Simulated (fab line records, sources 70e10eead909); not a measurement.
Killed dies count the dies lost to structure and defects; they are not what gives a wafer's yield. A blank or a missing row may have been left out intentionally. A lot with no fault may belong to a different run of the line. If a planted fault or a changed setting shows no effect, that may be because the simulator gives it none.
A lot that was struck, set against a sound lot | flow nand harc | 17 steps out of a route of 1159
Sound: these wafers, L575.2, L575.3, L575.6. Struck: wafers L582.1, L582.3, L582.6. The cause is named last.
At each step with rows: each side's tool, then ch and its chambers, then its first start. Under that, the readings that differ: sound wafers | struck wafers | difference of the means | sigmas: that difference in standard deviations of wafers without a fault.
alike: words and numbers the same on both sides, and readings whose means are apart by under 2 such deviations; not compared: readings that were withheld, readings missing a value for some wafer, numbers with overlapping values and no deviation given by the record, and bounds like >300 which may hide the same value.
The two part at a step that has a row with sigmas, a row that says differs or no value, or rows on one side only. Numbers that don't overlap but have no deviation are shown without sigmas and don't part them. Lack of a reading on every wafer of one side parts them only where that side has two or more wafers.

NHARC_P_CONTACT_DEP_30: deposits SiNx, target thk 30 nm.
  sound on pecvd-01 ch 1,2, day 7 12:23; struck on pecvd-03 ch 0,1, day 9 08:05
  alike: heater power w
NHARC_P_CONTACT_DEP_00: deposits SiO2, target thk 500 nm.
  sound: pecvd-01 ch 1,2; struck: pecvd-03 ch 0,1
  reading                | sound          | struck         | difference | sigmas
  throttle valve pct (%) | 16.5 16.7 16.6 | 15.9 15.1 15.4 | -1.1       | -2
  alike: heater power w
NHARC_P_CONTACT_CMP_01: polishes SiO2, target thk 200 nm.
  sound on cmp-02 ch 0,2,3, day 7 13:09; struck on cmp-03 ch 0,2,3, day 9 08:49
  alike: motor current A
then, 8 steps without rows for these wafers: NHARC_P_CONTACT_SRD_03; NHARC_P_CONTACT_DEHYDRATE_04 (time 120 s); NHARC_P_CONTACT_HMDS_05 (time 30 s); NHARC_P_CONTACT_COAT_33 (time 75 s); NHARC_P_CONTACT_COAT_34 (time 65 s); NHARC_P_CONTACT_COAT_06 (resist thk 90 nm); NHARC_P_CONTACT_SOFTBAKE_07 (time 55 s); NHARC_P_CONTACT_EBR_08.
NHARC_P_CONTACT_EXPOSE_09: exposes mask P CA, target cd 90 nm.
  sound on arfi scanner-02 ch 0, day 7 13:49; struck on arfi scanner-02 ch 0, day 9 09:28
  reading                           | sound                | struck            | difference | sigmas
  model.P_CONTACT.overlay x nm (nm) | 0.6134 0.6134 0.6134 | 12.23 12.23 12.23 | +11.62     |
  alike: mask, reticle temp C
then, 2 steps without rows for these wafers: NHARC_P_CONTACT_PEB_10 (peb time 65 s); NHARC_P_CONTACT_DEVELOP_11 (develop time 35 s).
NHARC_P_CONTACT_CD_MEAS_12: target cd 90 nm.
  sound on cd sem-03 ch 0, day 7 13:57; struck on cd sem-02 ch 0, day 9 09:37
  reading    | sound          | struck         | difference | sigmas
  cd nm (nm) | 90.8 91.1 91.7 | 89.1 89.4 90.5 | -1.5       | -2
NHARC_P_CONTACT_OVL_MEAS_13:
  sound on overlay-01 at day 7 14:02; struck on overlay-01 at day 9 09:42
  reading           | sound       | struck         | difference | sigmas
  overlay x nm (nm) | 0.2 1.2 0.5 | 11.9 12.0 12.6 | +11.5      | +13
  alike: overlay y nm
NHARC_P_CONTACT_INSPECT_14:
  sound on defect inspect-01 at day 7 14:05; struck on defect inspect-02 at day 9 09:44
  reading          | sound  | struck | difference | sigmas
  raw defect count | 9 5 12 | 3 3 5  | -5         | -2

## WHERE THEY PART
Earliest at NHARC_P_CONTACT_DEP_00; latest, in this record, at NHARC_P_CONTACT_INSPECT_14.

WHY: whatever the simulator had introduced
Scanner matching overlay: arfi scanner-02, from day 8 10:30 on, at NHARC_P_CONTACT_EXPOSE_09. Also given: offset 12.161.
